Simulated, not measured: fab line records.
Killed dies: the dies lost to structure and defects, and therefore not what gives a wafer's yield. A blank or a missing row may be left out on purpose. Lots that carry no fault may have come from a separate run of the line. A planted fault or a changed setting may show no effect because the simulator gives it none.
The tool behind it: which one? / flow n5-finfet / Sampling: 10 lots, 27 wafers, 5 of 1938 route steps

== WHAT THE GAUGES READ, wafer by wafer ==
N5_BEOL_M1_OVL_MEAS_29. Usual: for V0_OVL the level is 0.3 nm and the standard deviation is 0.63.
lot=L718; measured=day 6 12:16; on=overlay-01; V0_OVL (nm)=0.3 0.1 0.8; flag=
lot=L719; measured=day 6 14:01; on=overlay-01; V0_OVL (nm)=-0.3 0.8; flag=
lot=L720; measured=day 6 21:40; on=overlay-02; V0_OVL (nm)=0.1 0.7 1.0; flag=
lot=L717; measured=day 7 06:47; on=overlay-02; V0_OVL (nm)=-1.3 -0.7 -0.4; flag=
lot=L724; measured=day 7 20:07; on=overlay-02; V0_OVL (nm)=0.3 0.0 -0.3; flag=
lot=L725; measured=day 8 07:51; on=overlay-02; V0_OVL (nm)=0.1 -1.2 -0.7; flag=
lot=L736; measured=day 10 23:08; on=overlay-02; V0_OVL (nm)=0.2 -0.2; flag=
lot=L739; measured=day 11 15:03; on=overlay-01; V0_OVL (nm)=0.7 0.7 0.7; flag=
lot=L738; measured=day 11 15:20; on=overlay-01; V0_OVL (nm)=-0.5 0.4 -0.4; flag=
lot=L740; measured=day 11 20:03; on=overlay-02; V0_OVL (nm)=1.4 0.3; flag=

N5_BEOL_M4_RC_MEAS_101. Usual: DIBL_N 36.9 mV/V, standard deviation 2.1; DIBL_P 37.1 mV/V, standard deviation 2.5; IOFF_N 0.17 nA/um, standard deviation 0.039; IOFF_P 0.23 nA/um, standard deviation 0.043; ION_N 673 uA/um, standard deviation 15; ION_P 462 uA/um, standard deviation 9.1; SS_N 71.8 mV/dec, standard deviation 0.69; SS_P 73.6 mV/dec, standard deviation 0.74; VT_N 250 mV, standard deviation 3.6; VT_P -249.7 mV, standard deviation 2.9.
lot=L718; measured=day 8 09:50; on=prober-02; DIBL_N (mV/V)=35.1 36.0 34.3; DIBL_P (mV/V)=37.0 36.9 35.4; IOFF_N (nA/um)=0.16 0.15 0.14; IOFF_P (nA/um)=0.24 0.23 0.20; ION_N (uA/um)=691 666 674; ION_P (uA/um)=474 459 464; SS_N (mV/dec)=71.2 71.7 71.2; SS_P (mV/dec)=74.0 73.6 73.3; VT_N (mV)=251 253 249; VT_P (mV)=-247.6 -248.0 -248.0; flag=
lot=L719; measured=day 8 13:13; on=prober-02; DIBL_N (mV/V)=40.9 39.4; DIBL_P (mV/V)=43.9 41.2; IOFF_N (nA/um)=0.29 0.23; IOFF_P (nA/um)=0.35 0.29; ION_N (uA/um)=703 682; ION_P (uA/um)=476 461; SS_N (mV/dec)=72.5 72.1; SS_P (mV/dec)=75.0 74.2; VT_N (mV)=241 245; VT_P (mV)=-245.6 -245.4; flag=
lot=L720; measured=day 8 12:47; on=prober-01; DIBL_N (mV/V)=33.5 35.6 35.8; DIBL_P (mV/V)=33.0 35.0 35.6; IOFF_N (nA/um)=0.12 0.15 0.14; IOFF_P (nA/um)=0.17 0.19 0.19; ION_N (uA/um)=677 665 667; ION_P (uA/um)=465 453 452; SS_N (mV/dec)=70.8 71.1 70.7; SS_P (mV/dec)=72.1 72.9 73.2; VT_N (mV)=254 249 251; VT_P (mV)=-252.8 -252.3 -250.6; flag=
lot=L717; measured=day 8 17:35; on=prober-01; DIBL_N (mV/V)=37.9 39.5 37.5; DIBL_P (mV/V)=37.0 40.3 36.5; IOFF_N (nA/um)=0.18 0.22 0.16; IOFF_P (nA/um)=0.19 0.23 0.17; ION_N (uA/um)=674 687 664; ION_P (uA/um)=447 456 444; SS_N (mV/dec)=71.8 71.9 72.2; SS_P (mV/dec)=73.2 74.3 73.8; VT_N (mV)=248 247 253; VT_P (mV)=-249.9 -250.1 -252.8; flag=
lot=L724; measured=day 9 13:22; on=prober-02; DIBL_N (mV/V)=36.1 36.6 36.8; DIBL_P (mV/V)=34.1 36.1 36.1; IOFF_N (nA/um)=0.13 0.14 0.15; IOFF_P (nA/um)=0.19 0.22 0.23; ION_N (uA/um)=668 676 654; ION_P (uA/um)=461 470 456; SS_N (mV/dec)=70.6 71.1 71.0; SS_P (mV/dec)=72.6 72.7 73.3; VT_N (mV)=256 251 252; VT_P (mV)=-251.9 -249.4 -248.9; flag=
lot=L725; measured=day 10 02:35; on=prober-02; DIBL_N (mV/V)=34.7 37.2 37.1; DIBL_P (mV/V)=36.2 38.4 38.8; IOFF_N (nA/um)=0.14 0.19 0.19; IOFF_P (nA/um)=0.21 0.25 0.27; ION_N (uA/um)=661 668 674; ION_P (uA/um)=459 466 463; SS_N (mV/dec)=71.6 72.7 72.2; SS_P (mV/dec)=73.8 74.6 73.9; VT_N (mV)=252 249 245; VT_P (mV)=-247.3 -244.8 -245.1; flag=
lot=L736; measured=day 12 20:08; on=prober-01; DIBL_N (mV/V)=40.9 39.5; DIBL_P (mV/V)=43.4 40.8; IOFF_N (nA/um)=0.28 0.22; IOFF_P (nA/um)=0.34 0.28; ION_N (uA/um)=707 682; ION_P (uA/um)=486 456; SS_N (mV/dec)=74.2 73.1; SS_P (mV/dec)=75.1 75.3; VT_N (mV)=243 244; VT_P (mV)=-244.5 -247.6; flag=
lot=L739; measured=day 13 14:06; on=prober-02; DIBL_N (mV/V)=37.3 33.3 37.4; DIBL_P (mV/V)=35.9 32.1 37.0; IOFF_N (nA/um)=0.17 0.11 0.19; IOFF_P (nA/um)=0.21 0.15 0.23; ION_N (uA/um)=681 664 700; ION_P (uA/um)=462 455 474; SS_N (mV/dec)=72.1 70.4 71.9; SS_P (mV/dec)=73.4 72.4 73.5; VT_N (mV)=248 254 245; VT_P (mV)=-250.6 -254.1 -250.7; flag=
lot=L738; measured=day 13 11:34; on=prober-01; DIBL_N (mV/V)=35.2 33.2 35.0; DIBL_P (mV/V)=35.2 32.6 34.3; IOFF_N (nA/um)=0.16 0.13 0.17; IOFF_P (nA/um)=0.24 0.19 0.21; ION_N (uA/um)=658 666 649; ION_P (uA/um)=459 464 453; SS_N (mV/dec)=71.6 71.5 72.1; SS_P (mV/dec)=73.2 72.3 72.9; VT_N (mV)=249 252 250; VT_P (mV)=-246.8 -248.8 -248.8; flag=
lot=L740; measured=day 13 14:38; on=prober-01; DIBL_N (mV/V)=34.0 39.7; DIBL_P (mV/V)=35.0 42.6; IOFF_N (nA/um)=0.15 0.27; IOFF_P (nA/um)=0.20 0.35; ION_N (uA/um)=686 712; ION_P (uA/um)=473 485; SS_N (mV/dec)=71.6 73.2; SS_P (mV/dec)=73.2 75.6; VT_N (mV)=247 242; VT_P (mV)=-249.2 -245.4; flag=

== WHAT TOOL EACH LOT RAN ON (gives the tool, then ch and the chambers of the sampled wafers, and finally the start) ==
lot=L718; N5_BEOL_M1_STRIP_66=rie-diel-01 ch 1,2, day 6 11:40; N5_BEOL_M1_STRIP_19=rie-diel-02 ch 0,3, day 6 11:50; N5_BEOL_M1_ETCH_77=rie-diel-02 ch 1,2,3, day 6 12:24
lot=L719; N5_BEOL_M1_STRIP_66=rie-diel-02 ch 0,3, day 6 13:26; N5_BEOL_M1_STRIP_19=rie-diel-01 ch 1,3, day 6 13:35; N5_BEOL_M1_ETCH_77=rie-diel-04 ch 2, day 6 14:26
lot=L720; N5_BEOL_M1_STRIP_66=rie-diel-01 ch 1,2,3, day 6 20:58; N5_BEOL_M1_STRIP_19=rie-diel-01 ch 0,3, day 6 21:07; N5_BEOL_M1_ETCH_77=rie-diel-02 ch 1,2, day 6 21:59
lot=L717; N5_BEOL_M1_STRIP_66=rie-diel-01 ch 0,1,3, day 7 06:12; N5_BEOL_M1_STRIP_19=rie-diel-02 ch 0,1,2, day 7 06:22; N5_BEOL_M1_ETCH_77=rie-diel-04 ch 0,2,3, day 7 06:59
lot=L724; N5_BEOL_M1_STRIP_66=rie-diel-01 ch 0,1, day 7 19:08; N5_BEOL_M1_STRIP_19=rie-diel-04 ch 1,2,3, day 7 19:34; N5_BEOL_M1_ETCH_77=rie-diel-01 ch 0,1,2, day 7 20:15
lot=L725; N5_BEOL_M1_STRIP_66=rie-diel-01 ch 1,2, day 8 07:04; N5_BEOL_M1_STRIP_19=rie-diel-04 ch 0,1,3, day 8 07:26; N5_BEOL_M1_ETCH_77=rie-diel-04 ch 0,1,3, day 8 07:58
lot=L736; N5_BEOL_M1_STRIP_66=rie-diel-04 ch 2,3, day 10 22:29; N5_BEOL_M1_STRIP_19=rie-diel-02 ch 0,3, day 10 22:41; N5_BEOL_M1_ETCH_77=rie-diel-01 ch 1,2, day 10 23:17
lot=L739; N5_BEOL_M1_STRIP_66=rie-diel-01 ch 0,1,3, day 11 14:17; N5_BEOL_M1_STRIP_19=rie-diel-02 ch 0,3, day 11 14:35; N5_BEOL_M1_ETCH_77=rie-diel-01 ch 0,1,2, day 11 15:11
lot=L738; N5_BEOL_M1_STRIP_66=rie-diel-04 ch 0,1, day 11 14:38; N5_BEOL_M1_STRIP_19=rie-diel-02 ch 0,1,2, day 11 14:47; N5_BEOL_M1_ETCH_77=rie-diel-01 ch 1,2,3, day 11 15:28
lot=L740; N5_BEOL_M1_STRIP_66=rie-diel-04 ch 0, day 11 19:20; N5_BEOL_M1_STRIP_19=rie-diel-02 ch 2, day 11 19:29; N5_BEOL_M1_ETCH_77=rie-diel-01 ch 0,3, day 11 20:10
- N5_BEOL_M1_STRIP_66: strips in CF4.
- N5_BEOL_M1_STRIP_19: strips in O2.
- N5_BEOL_M1_ETCH_77: etches underlayer in N2/H2, target depth 6.5 nm, time 5.2 s.

== AS READ BY THE TOOLS THEMSELVES (means over the sampled wafers that have a number; for cases with no such wafer, the mark the record gives instead) ==
N5_BEOL_M1_STRIP_66. Usual: for bias-power-w, 75.03 W with a standard deviation of 0.23; for cf4-flow-sccm, 150.0 sccm with a standard deviation of 0.43; for drypump-motor-current-A, 5.9 A with a standard deviation of 0.56; for oes-product-au, 0.80 a.u. with a standard deviation of 0.076; for rf-vpp-V, 271.2 V with a standard deviation of 1.3; for showerhead-plenum-p-Torr, 1.80 Torr with a standard deviation of 0.045; for throttle-valve-pct, 13.49 % with a standard deviation of 0.2.
lot=L718; tool=rie-diel-01; bias-power-w (W)=74.85; cf4-flow-sccm (sccm)=149.9; drypump-motor-current-A (A)=6.7; oes-product-au (a.u.)=0.82; rf-vpp-V (V)=270.9; showerhead-plenum-p-Torr (Torr)=1.78; throttle-valve-pct (%)=13.36; flag=
lot=L719; tool=rie-diel-02; bias-power-w (W)=74.94; cf4-flow-sccm (sccm)=149.5; drypump-motor-current-A (A)=5.8; oes-product-au (a.u.)=0.71; rf-vpp-V (V)=271.5; showerhead-plenum-p-Torr (Torr)=1.81; throttle-valve-pct (%)=13.88; flag=
lot=L720; tool=rie-diel-01; bias-power-w (W)=75.13; cf4-flow-sccm (sccm)=150.2; drypump-motor-current-A (A)=6.5; oes-product-au (a.u.)=0.81; rf-vpp-V (V)=271.0; showerhead-plenum-p-Torr (Torr)=1.78; throttle-valve-pct (%)=13.38; flag=
lot=L717; tool=rie-diel-01; bias-power-w (W)=75.16; cf4-flow-sccm (sccm)=150.3; drypump-motor-current-A (A)=5.9; oes-product-au (a.u.)=0.84; rf-vpp-V (V)=271.7; showerhead-plenum-p-Torr (Torr)=1.78; throttle-valve-pct (%)=13.34; flag=
lot=L724; tool=rie-diel-01; bias-power-w (W)=-; cf4-flow-sccm (sccm)=-; drypump-motor-current-A (A)=-; oes-product-au (a.u.)=-; rf-vpp-V (V)=-; showerhead-plenum-p-Torr (Torr)=-; throttle-valve-pct (%)=-; flag=OFF
lot=L725; tool=rie-diel-01; bias-power-w (W)=-; cf4-flow-sccm (sccm)=-; drypump-motor-current-A (A)=-; oes-product-au (a.u.)=-; rf-vpp-V (V)=-; showerhead-plenum-p-Torr (Torr)=-; throttle-valve-pct (%)=-; flag=OFF
lot=L736; tool=rie-diel-04; bias-power-w (W)=75.10; cf4-flow-sccm (sccm)=150.1; drypump-motor-current-A (A)=6.2; oes-product-au (a.u.)=0.74; rf-vpp-V (V)=268.8; showerhead-plenum-p-Torr (Torr)=1.74; throttle-valve-pct (%)=13.54; flag=
lot=L739; tool=rie-diel-01; bias-power-w (W)=74.94; cf4-flow-sccm (sccm)=149.7; drypump-motor-current-A (A)=5.9; oes-product-au (a.u.)=0.79; rf-vpp-V (V)=271.7; showerhead-plenum-p-Torr (Torr)=1.77; throttle-valve-pct (%)=13.42; flag=
lot=L738; tool=rie-diel-04; bias-power-w (W)=74.94; cf4-flow-sccm (sccm)=149.9; drypump-motor-current-A (A)=5.7; oes-product-au (a.u.)=0.76; rf-vpp-V (V)=272.4; showerhead-plenum-p-Torr (Torr)=1.84; throttle-valve-pct (%)=13.63; flag=
lot=L740; tool=rie-diel-04; bias-power-w (W)=75.22; cf4-flow-sccm (sccm)=150.2; drypump-motor-current-A (A)=6.1; oes-product-au (a.u.)=0.72; rf-vpp-V (V)=271.5; showerhead-plenum-p-Torr (Torr)=1.85; throttle-valve-pct (%)=13.73; flag=

N5_BEOL_M1_STRIP_19. Usual: chamber-pressure-mTorr 30.002 mTorr, standard deviation 0.026; drypump-motor-current-A 5.9 A, standard deviation 0.52; oes-product-au 0.80 a.u., standard deviation 0.084; rf-vpp-V 3.6 V, standard deviation 0.51; showerhead-plenum-p-Torr 2.11 Torr, standard deviation 0.062; throttle-valve-pct 16.61 %, standard deviation 0.24.
lot=L718; tool=rie-diel-02; chamber-pressure-mTorr (mTorr)=30.020; drypump-motor-current-A (A)=5.9; oes-product-au (a.u.)=0.71; rf-vpp-V (V)=3.9; showerhead-plenum-p-Torr (Torr)=2.12; throttle-valve-pct (%)=17.04; flag=
lot=L719; tool=rie-diel-01; chamber-pressure-mTorr (mTorr)=29.988; drypump-motor-current-A (A)=6.3; oes-product-au (a.u.)=0.82; rf-vpp-V (V)=3.7; showerhead-plenum-p-Torr (Torr)=2.12; throttle-valve-pct (%)=16.59; flag=
lot=L720; tool=rie-diel-01; chamber-pressure-mTorr (mTorr)=29.997; drypump-motor-current-A (A)=5.9; oes-product-au (a.u.)=0.80; rf-vpp-V (V)=3.6; showerhead-plenum-p-Torr (Torr)=2.09; throttle-valve-pct (%)=16.45; flag=
lot=L717; tool=rie-diel-02; chamber-pressure-mTorr (mTorr)=30.006; drypump-motor-current-A (A)=5.7; oes-product-au (a.u.)=0.80; rf-vpp-V (V)=3.7; showerhead-plenum-p-Torr (Torr)=2.14; throttle-valve-pct (%)=16.60; flag=
lot=L724; tool=rie-diel-04; chamber-pressure-mTorr (mTorr)=30.006; drypump-motor-current-A (A)=5.8; oes-product-au (a.u.)=0.81; rf-vpp-V (V)=3.3; showerhead-plenum-p-Torr (Torr)=2.07; throttle-valve-pct (%)=16.60; flag=
lot=L725; tool=rie-diel-04; chamber-pressure-mTorr (mTorr)=29.976; drypump-motor-current-A (A)=5.9; oes-product-au (a.u.)=0.80; rf-vpp-V (V)=3.8; showerhead-plenum-p-Torr (Torr)=2.12; throttle-valve-pct (%)=16.64; flag=
lot=L736; tool=rie-diel-02; chamber-pressure-mTorr (mTorr)=30.023; drypump-motor-current-A (A)=5.8; oes-product-au (a.u.)=0.79; rf-vpp-V (V)=3.7; showerhead-plenum-p-Torr (Torr)=2.12; throttle-valve-pct (%)=16.86; flag=
lot=L739; tool=rie-diel-02; chamber-pressure-mTorr (mTorr)=29.997; drypump-motor-current-A (A)=5.9; oes-product-au (a.u.)=0.75; rf-vpp-V (V)=3.6; showerhead-plenum-p-Torr (Torr)=2.11; throttle-valve-pct (%)=16.96; flag=
lot=L738; tool=rie-diel-02; chamber-pressure-mTorr (mTorr)=29.989; drypump-motor-current-A (A)=5.7; oes-product-au (a.u.)=0.83; rf-vpp-V (V)=3.8; showerhead-plenum-p-Torr (Torr)=2.14; throttle-valve-pct (%)=16.51; flag=
lot=L740; tool=rie-diel-02; chamber-pressure-mTorr (mTorr)=30.010; drypump-motor-current-A (A)=6.2; oes-product-au (a.u.)=0.85; rf-vpp-V (V)=3.7; showerhead-plenum-p-Torr (Torr)=2.22; throttle-valve-pct (%)=16.45; flag=

N5_BEOL_M1_ETCH_77. Usual: drypump-motor-current-A 5.9 A, standard deviation 0.55; etch-rf-on-time-s 5.23 s, standard deviation 0.17; oes-product-au 0.69 a.u., standard deviation 0.072; rf-vpp-V 523.8 V, standard deviation 2.4; showerhead-plenum-p-Torr 2.54 Torr, standard deviation 0.081; throttle-valve-pct 17.78 %, standard deviation 0.25.
lot=L718; tool=rie-diel-02; drypump-motor-current-A (A)=5.9; etch-rf-on-time-s (s)=5.14; oes-product-au (a.u.)=0.70; rf-vpp-V (V)=524.9; showerhead-plenum-p-Torr (Torr)=2.59; throttle-valve-pct (%)=17.81; flag=
lot=L719; tool=rie-diel-04; drypump-motor-current-A (A)=5.7; etch-rf-on-time-s (s)=5.53; oes-product-au (a.u.)=0.62; rf-vpp-V (V)=522.0; showerhead-plenum-p-Torr (Torr)=2.44; throttle-valve-pct (%)=17.68; flag=
lot=L720; tool=rie-diel-02; drypump-motor-current-A (A)=5.9; etch-rf-on-time-s (s)=5.01; oes-product-au (a.u.)=0.75; rf-vpp-V (V)=527.7; showerhead-plenum-p-Torr (Torr)=2.65; throttle-valve-pct (%)=17.62; flag=
lot=L717; tool=rie-diel-04; drypump-motor-current-A (A)=6.2; etch-rf-on-time-s (s)=5.30; oes-product-au (a.u.)=0.65; rf-vpp-V (V)=523.1; showerhead-plenum-p-Torr (Torr)=2.51; throttle-valve-pct (%)=17.78; flag=
lot=L724; tool=rie-diel-01; drypump-motor-current-A (A)=6.1; etch-rf-on-time-s (s)=5.17; oes-product-au (a.u.)=0.73; rf-vpp-V (V)=521.7; showerhead-plenum-p-Torr (Torr)=2.51; throttle-valve-pct (%)=17.68; flag=
lot=L725; tool=rie-diel-04; drypump-motor-current-A (A)=5.9; etch-rf-on-time-s (s)=5.17; oes-product-au (a.u.)=0.69; rf-vpp-V (V)=525.2; showerhead-plenum-p-Torr (Torr)=2.57; throttle-valve-pct (%)=17.88; flag=
lot=L736; tool=rie-diel-01; drypump-motor-current-A (A)=6.6; etch-rf-on-time-s (s)=5.20; oes-product-au (a.u.)=0.69; rf-vpp-V (V)=523.5; showerhead-plenum-p-Torr (Torr)=2.52; throttle-valve-pct (%)=17.75; flag=
lot=L739; tool=rie-diel-01; drypump-motor-current-A (A)=6.1; etch-rf-on-time-s (s)=5.18; oes-product-au (a.u.)=0.69; rf-vpp-V (V)=523.6; showerhead-plenum-p-Torr (Torr)=2.50; throttle-valve-pct (%)=17.73; flag=
lot=L738; tool=rie-diel-01; drypump-motor-current-A (A)=6.5; etch-rf-on-time-s (s)=5.31; oes-product-au (a.u.)=0.65; rf-vpp-V (V)=523.0; showerhead-plenum-p-Torr (Torr)=2.50; throttle-valve-pct (%)=17.65; flag=
lot=L740; tool=rie-diel-01; drypump-motor-current-A (A)=5.7; etch-rf-on-time-s (s)=5.21; oes-product-au (a.u.)=0.67; rf-vpp-V (V)=522.9; showerhead-plenum-p-Torr (Torr)=2.48; throttle-valve-pct (%)=17.50; flag=

== THE ANSWER, worked out from the rows above alone ==
Rule: take the mean of a lot's wafers that have a number; if it is more than 3 standard deviations from the usual mean, the lot is off. A lot without any number at a reading at which 4 lots or more have one is off too. Where the step has rows for the other lots, those lots are counted as sound. The gauges are gone through in route order, then the tools' own readings, and for those a lot's mean is taken as printed above. The first step at which some lot is off is used, and at that step the reading that is off furthest; a lot without a number counts as furthest.
Off at N5_BEOL_M1_STRIP_66 (bias-power-w): L724, L725. Without a number there: L724, L725.
If a tool, at that step or one of the process steps before it, ran each lot that is off and ran no sound lot following the first of them, it fits. None of those tried fits.

== WHAT WAS PUT IN BY THE SIMULATOR ==
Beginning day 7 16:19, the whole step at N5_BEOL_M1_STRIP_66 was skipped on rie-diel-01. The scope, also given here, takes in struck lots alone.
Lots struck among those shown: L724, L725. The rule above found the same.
